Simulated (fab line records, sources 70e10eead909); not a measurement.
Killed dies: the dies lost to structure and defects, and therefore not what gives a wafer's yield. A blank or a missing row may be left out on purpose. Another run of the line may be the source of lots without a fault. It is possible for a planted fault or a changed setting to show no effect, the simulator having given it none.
fab line records -- flow nandHarc
record lots=6, wafers=18, lastDay=33
route steps=1302 shown A_SOURCE_PLATE@416 A_ONON_D1@424 END@1302
lots untouched by any fault: they come from a run of this same line in which no faults occurred
startH: the number of hours between the record's first day and the start of the first shown wafer of the lot -- waitH: time in hours since the lot's previous step -- " as in the row above -- L1.1+2: a row that stands for several wafers -- - no value present, or no start provided -- * or withheld: withheld -- < > ~ a bound
route shown NAME@n: NAME is a module with steps in the file, n the number in the route of the first one -- usual: the fault-free wafers' mean and standard deviation -- same: alike in all rows -- chamber/n: place in a boat -- sites: per-site readings -- _std_site: the values' standard deviation -- _edge_site: inner sites' mean taken away from outer sites' mean -- radiusMm: for every site, how far away it sits from the centre of the wafer -- mask NAME#n: copy n -- behind: the most recent tool/chamber to have shaped the wafer -- hold: why the lot went on hold/how many hours it stayed there/how the hold came to an end -- device: the transistor (n, p or np) that didn't switch -- end of line: the route-end tests of the same wafers -- for a step that has no rows: nothing shown but its recipe -- killed: not the wafer's yield, but the dies lost to structure and defects at the first sort -- map: a wafer's dies, marking killed ones x, the rest . and places with no die _
set.NAME: the run value of the setting; set.NAME@STEP: its run value at that earlier step -- model.NAME: the simulator's own value behind a step, which no gauge read
lots at selected steps of the route; one table per step, one row per wafer
services: a tool's chamber out of use, with start hour (startH, from the record's first day; less than 0 if before it), hours out, and reason
## steps
# step NHARC_A_SOURCE_PLATE_THK_MEAS_09
# recipe thkMeasGauge=ellipsometry
# usual thkNm=9.6/1.1
lot.wafer,tool,chamber,startH,waitH,thkNm
L572.1,filmMetro-01,-,170.85,0.4,8.0
L572.4,filmMetro-01,-,170.85,0.4,10.0
L572.6,filmMetro-01,-,170.85,0.4,10.3
L573.2,filmMetro-02,-,184.14,0.4,9.6
L573.3,filmMetro-02,-,184.14,0.4,7.7
L573.6,filmMetro-02,-,184.14,0.4,7.9
L578.2,filmMetro-02,-,237.90,0.4,13.0
L578.3,filmMetro-02,-,237.90,0.4,10.8
L578.4,filmMetro-02,-,237.90,0.4,8.2
L581.2,filmMetro-02,-,264.21,0.4,11.5
L581.5,filmMetro-02,-,264.21,0.4,8.9
L581.6,filmMetro-02,-,264.21,0.4,10.2
L587.3,filmMetro-02,-,325.07,0.4,9.7
L587.4,filmMetro-02,-,325.07,0.4,9.0
L587.5,filmMetro-02,-,325.07,0.4,11.6
L590.1,filmMetro-01,-,359.24,0.4,10.9
L590.4,filmMetro-01,-,359.24,0.4,9.7
L590.5,filmMetro-01,-,359.24,0.4,9.5
# step NHARC_A_SOURCE_PLATE_PVD_04
# recipe targetThkA=500, material=WSi2
# step NHARC_A_SOURCE_PLATE_CVD_03
# recipe targetThkA=2000, tempC=620, pressureMtorr=200, timeS=4000, material=poly-Si
# step NHARC_A_SOURCE_PLATE_ANNEAL_05
# recipe tempC=850, timeS=1800
# step NHARC_A_SOURCE_PLATE_THK_MEAS_06
# recipe thkMeasGauge=ellipsometry
# usual thkNm=200.5/2.3
lot.wafer,tool,chamber,startH,waitH,thkNm
L572.1,filmMetro-01,-,182.79,0.4,201.9
L572.4,filmMetro-01,-,182.79,0.4,200.9
L572.6,filmMetro-01,-,182.79,0.4,202.2
L573.2,filmMetro-02,-,196.70,0.4,200.1
L573.3,filmMetro-02,-,196.70,0.4,200.4
L573.6,filmMetro-02,-,196.70,0.4,202.1
L578.2,filmMetro-01,-,251.24,0.4,200.7
L578.3,filmMetro-01,-,251.24,0.4,201.6
L578.4,filmMetro-01,-,251.24,0.4,199.3
L581.2,filmMetro-01,-,277.00,0.4,197.3
L581.5,filmMetro-01,-,277.00,0.4,200.0
L581.6,filmMetro-01,-,277.00,0.4,201.2
L587.3,filmMetro-01,-,337.97,0.4,204.8
L587.4,filmMetro-01,-,337.97,0.4,203.8
L587.5,filmMetro-01,-,337.97,0.4,202.9
L590.1,filmMetro-01,-,375.34,0.4,201.2
L590.4,filmMetro-01,-,375.34,0.4,199.7
L590.5,filmMetro-01,-,375.34,0.4,202.0
# step NHARC_A_SOURCE_PLATE_INSPECT_08
# usual rawDefectCount=61/20
lot.wafer,tool,chamber,startH,waitH,rawDefectCount
L572.1,defectInspect-01,-,182.86,0.0,103
L572.4,defectInspect-01,-,182.86,0.0,44
L572.6,defectInspect-01,-,182.86,0.0,69
L573.2,defectInspect-02,-,196.76,0.0,48
L573.3,defectInspect-02,-,196.76,0.0,33
L573.6,defectInspect-02,-,196.76,0.0,33
L578.2,defectInspect-01,-,251.36,0.1,59
L578.3,defectInspect-01,-,251.36,0.1,66
L578.4,defectInspect-01,-,251.36,0.1,88
L581.2,defectInspect-01,-,277.06,0.0,100
L581.5,defectInspect-01,-,277.06,0.0,92
L581.6,defectInspect-01,-,277.06,0.0,52
L587.3,defectInspect-01,-,338.03,0.0,48
L587.4,defectInspect-01,-,338.03,0.0,48
L587.5,defectInspect-01,-,338.03,0.0,29
L590.1,defectInspect-02,-,375.40,0.0,37
L590.4,defectInspect-02,-,375.40,0.0,64
L590.5,defectInspect-02,-,375.40,0.0,33
# step NHARC_A_ONON_D1_DEP_00
# recipe targetThkA=10000, n2FlowSccm=2750, n2oFlowSccm=2000, nh3FlowSccm=500, sih4FlowSccm=210, tempC=400
# step NHARC_A_ONON_D1_THK_MEAS_02
# recipe thkMeasGauge=ellipsometry
# usual thkNm=1001/8.6
lot.wafer,tool,chamber,startH,waitH,thkNm
L572.1,filmMetro-02,-,183.44,-,1003
L572.4,filmMetro-02,-,183.44,-,1002
L572.6,filmMetro-02,-,183.44,-,1004
L573.2,filmMetro-02,-,197.34,-,1013
L573.3,filmMetro-02,-,197.34,-,1013
L573.6,filmMetro-02,-,197.34,-,1014
L578.2,filmMetro-01,-,251.94,-,1013
L578.3,filmMetro-01,-,251.94,-,1012
L578.4,filmMetro-01,-,251.94,-,1012
L581.2,filmMetro-01,-,277.64,-,998
L581.5,filmMetro-01,-,277.64,-,997
L581.6,filmMetro-01,-,277.64,-,997
L587.3,filmMetro-01,-,338.61,-,983
L587.4,filmMetro-01,-,338.61,-,984
L587.5,filmMetro-01,-,338.61,-,984
L590.1,filmMetro-01,-,375.98,-,995
L590.4,filmMetro-01,-,375.98,-,992
L590.5,filmMetro-01,-,375.98,-,994
# step NHARC_A_ONON_D1_DEP_03
# recipe targetThkA=10000, n2FlowSccm=2750, n2oFlowSccm=2000, nh3FlowSccm=500, sih4FlowSccm=210, tempC=400
# step NHARC_A_ONON_D1_THK_MEAS_05
# recipe thkMeasGauge=ellipsometry
# usual thkNm=1002/10
lot.wafer,tool,chamber,startH,waitH,thkNm
L572.1,filmMetro-02,-,184.00,-,994
L572.4,filmMetro-02,-,184.00,-,993
L572.6,filmMetro-02,-,184.00,-,992
L573.2,filmMetro-01,-,197.90,-,981
L573.3,filmMetro-01,-,197.90,-,982
L573.6,filmMetro-01,-,197.90,-,980
L578.2,filmMetro-01,-,252.51,-,1014
L578.3,filmMetro-01,-,252.51,-,1014
L578.4,filmMetro-01,-,252.51,-,1012
L581.2,filmMetro-02,-,278.21,-,1007
L581.5,filmMetro-02,-,278.21,-,1007
L581.6,filmMetro-02,-,278.21,-,1007
L587.3,filmMetro-01,-,339.18,-,1000
L587.4,filmMetro-01,-,339.18,-,1002
L587.5,filmMetro-01,-,339.18,-,1000
L590.1,filmMetro-01,-,376.55,-,999
L590.4,filmMetro-01,-,376.55,-,997
L590.5,filmMetro-01,-,376.55,-,997
# step NHARC_A_ONON_D1_DEP_06
# recipe targetThkA=10000, n2FlowSccm=2750, n2oFlowSccm=2000, nh3FlowSccm=500, sih4FlowSccm=210, tempC=400
lot.wafer,tool,chamber,startH,waitH
L572.1+4+6,pecvdOnon-02,0,184.06,0.1
L573.2+3+6,pecvdOnon-04,0,198.01,0.1
L578.2+3+4,pecvdOnon-04,0,252.62,0.1
L581.2+5+6,pecvdOnon-04,0,278.32,0.1
L587.3+4+5,pecvdOnon-03,0,339.35,0.2
L590.1+4+5,pecvdOnon-03,0,376.60,0.1
# step NHARC_A_ONON_D1_THK_MEAS_08
# recipe thkMeasGauge=ellipsometry
# usual thkNm=999/6.7
lot.wafer,tool,chamber,startH,waitH,thkNm
L572.1,filmMetro-01,-,184.58,-,1000
L572.4,filmMetro-01,-,184.58,-,997
L572.6,filmMetro-01,-,184.58,-,998
L573.2,filmMetro-01,-,198.47,-,994
L573.3,filmMetro-01,-,198.47,-,995
L573.6,filmMetro-01,-,198.47,-,992
L578.2,filmMetro-01,-,253.07,-,1002
L578.3,filmMetro-01,-,253.07,-,1305
L578.4,filmMetro-01,-,253.07,-,1002
L581.2,filmMetro-01,-,278.77,-,995
L581.5,filmMetro-01,-,278.77,-,1300
L581.6,filmMetro-01,-,278.77,-,996
L587.3,filmMetro-02,-,339.75,-,995
L587.4,filmMetro-02,-,339.75,-,995
L587.5,filmMetro-02,-,339.75,-,995
L590.1,filmMetro-01,-,377.11,-,999
L590.4,filmMetro-01,-,377.11,-,1000
L590.5,filmMetro-01,-,377.11,-,999
# step NHARC_A_ONON_D1_DEP_09
# recipe targetThkA=10000, n2FlowSccm=2750, n2oFlowSccm=2000, nh3FlowSccm=500, sih4FlowSccm=210, tempC=400
# step NHARC_END_SORT_01
# recipe tempC=25
# usual killedAtArray=51/18, killedAtOther=1.0/1.2, killedAtPeriphery=3.7/2.9, killedDies=55/19, killedOpen=3.5/1.9, killedShort=2.6/1.6
# same grossDies=677
lot.wafer,tool,chamber,startH,waitH,killedAtArray,killedAtOther,killedAtPeriphery,killedDies,killedOpen,killedShort
L578.3,prober-01,0,661.66,3.1,674,1,2,677,2,4
L581.5,prober-02,0,686.09,3.7,670,0,7,677,2,3
# killed by level:class
L578.3 A_ONON_D1:areaDep=617 A_CHANNEL_HOLE_D1:chamberFilmFlake=29 A_SLIT:chamberFilmFlake=10 A_CONTACT:chamberFilmFlake=6 A_CHANNEL_HOLE_D2:unspecified=3 A_STAIRCASE:chamberFilmFlake=3 P_GATE:geometricParticle:open=1 P_M2:geometricParticle:open=1
L581.5 A_ONON_D1:areaDep=599 A_CHANNEL_HOLE_D1:chamberFilmFlake=38 A_SLIT:chamberFilmFlake=10 P_GATE:chamberFilmFlake=6 A_STAIRCASE:chamberFilmFlake=5 A_CHANNEL_HOLE_D2:chamberFilmFlake=4 A_CHANNEL_FILL_D2:chamberFilmFlake=2 A_SGD_CUT:chamberFilmFlake=2
# map L578.3 (x killed, . not)
____________x____________
_________xxxxxxx_________
_______xxxxxxxxxxx_______
______xxxxxxxxxxxxx______
_____xxxxxxxxxxxxxxx_____
____xxxxxxxxxxxxxxxxx____
____xxxxxxxxxxxxxxxxx____
___xxxxxxxxxxxxxxxxxxx___
___xxxxxxxxxxxxxxxxxxx___
__xxxxxxxxxxxxxxxxxxxxx__
__xxxxxxxxxxxxxxxxxxxxx__
_xxxxxxxxxxxxxxxxxxxxxxx_
_xxxxxxxxxxxxxxxxxxxxxxx_
_xxxxxxxxxxxxxxxxxxxxxxx_
_xxxxxxxxxxxxxxxxxxxxxxx_
_xxxxxxxxxxxxxxxxxxxxxxx_
xxxxxxxxxxxxxxxxxxxxxxxxx
xxxxxxxxxxxxxxxxxxxxxxxxx
xxxxxxxxxxxxxxxxxxxxxxxxx
xxxxxxxxxxxxxxxxxxxxxxxxx
xxxxxxxxxxxxxxxxxxxxxxxxx
_xxxxxxxxxxxxxxxxxxxxxxx_
_xxxxxxxxxxxxxxxxxxxxxxx_
_xxxxxxxxxxxxxxxxxxxxxxx_
_xxxxxxxxxxxxxxxxxxxxxxx_
_xxxxxxxxxxxxxxxxxxxxxxx_
__xxxxxxxxxxxxxxxxxxxxx__
__xxxxxxxxxxxxxxxxxxxxx__
___xxxxxxxxxxxxxxxxxxx___
___xxxxxxxxxxxxxxxxxxx___
____xxxxxxxxxxxxxxxxx____
____xxxxxxxxxxxxxxxxx____
_____xxxxxxxxxxxxxxx_____
______xxxxxxxxxxxxx______
_______xxxxxxxxxxx_______
_________xxxxxxx_________
____________x____________
# map L581.5 (x killed, . not)
____________x____________
_________xxxxxxx_________
_______xxxxxxxxxxx_______
______xxxxxxxxxxxxx______
_____xxxxxxxxxxxxxxx_____
____xxxxxxxxxxxxxxxxx____
____xxxxxxxxxxxxxxxxx____
___xxxxxxxxxxxxxxxxxxx___
___xxxxxxxxxxxxxxxxxxx___
__xxxxxxxxxxxxxxxxxxxxx__
__xxxxxxxxxxxxxxxxxxxxx__
_xxxxxxxxxxxxxxxxxxxxxxx_
_xxxxxxxxxxxxxxxxxxxxxxx_
_xxxxxxxxxxxxxxxxxxxxxxx_
_xxxxxxxxxxxxxxxxxxxxxxx_
_xxxxxxxxxxxxxxxxxxxxxxx_
xxxxxxxxxxxxxxxxxxxxxxxxx
xxxxxxxxxxxxxxxxxxxxxxxxx
xxxxxxxxxxxxxxxxxxxxxxxxx
xxxxxxxxxxxxxxxxxxxxxxxxx
xxxxxxxxxxxxxxxxxxxxxxxxx
_xxxxxxxxxxxxxxxxxxxxxxx_
_xxxxxxxxxxxxxxxxxxxxxxx_
_xxxxxxxxxxxxxxxxxxxxxxx_
_xxxxxxxxxxxxxxxxxxxxxxx_
_xxxxxxxxxxxxxxxxxxxxxxx_
__xxxxxxxxxxxxxxxxxxxxx__
__xxxxxxxxxxxxxxxxxxxxx__
___xxxxxxxxxxxxxxxxxxx___
___xxxxxxxxxxxxxxxxxxx___
____xxxxxxxxxxxxxxxxx____
____xxxxxxxxxxxxxxxxx____
_____xxxxxxxxxxxxxxx_____
______xxxxxxxxxxxxx______
_______xxxxxxxxxxx_______
_________xxxxxxx_________
____________x____________
## services
tool,chamber,startH,hours,kind
pecvdOnon-02,-,185.59,13.0,pm
pecvdOnon-03,-,227.00,13.0,pm
pecvdOnon-04,-,311.30,13.0,pm
pecvdOnon-04,-,362.11,18.0,repair
pecvdOnon-02,-,366.59,13.0,pm
## key
firstSign step=NHARC_A_ONON_D1_THK_MEAS_08, reading=thkNm, direction=up, sigmas=45, usual=999, struck=1302
effect step=NHARC_END_SORT_01, reading=killedAtArray, direction=up, sigmas=34, usual=51, struck=672
moreKillsBornAt NHARC_A_ONON_D1_DEP_06@pecvdOnon-04=1216
metAt NHARC_A_ONON_D1_DEP_06
struckWafers L578.3,L581.5
laterRowsLeftOut L578.3,L581.5
testerLeftOut L578,L581
onsetBetween 198.01 252.62
fault kind=processParameterDrift, tool=pecvdOnon-04, chamber=-, onsetH=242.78, steps=NHARC_A_ONON_D1_DEP_06, channel=targetThkA, offset=*, shape=step, endH=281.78, scope=struckWafersOnly, actsIn=*, stated=*
# testerLeftOut: of these lots the tester's yield and bins aren't shown, on N5 and GAA mostly nor the transistor test; their killed dies are dies lost to structure and defects alone, not to doping, threshold or leakage, so they don't give the yield
# laterRowsLeftOut: the simulator's readings of these wafers behind a module that went badly wrong aren't trusted and aren't shown, but for the sort
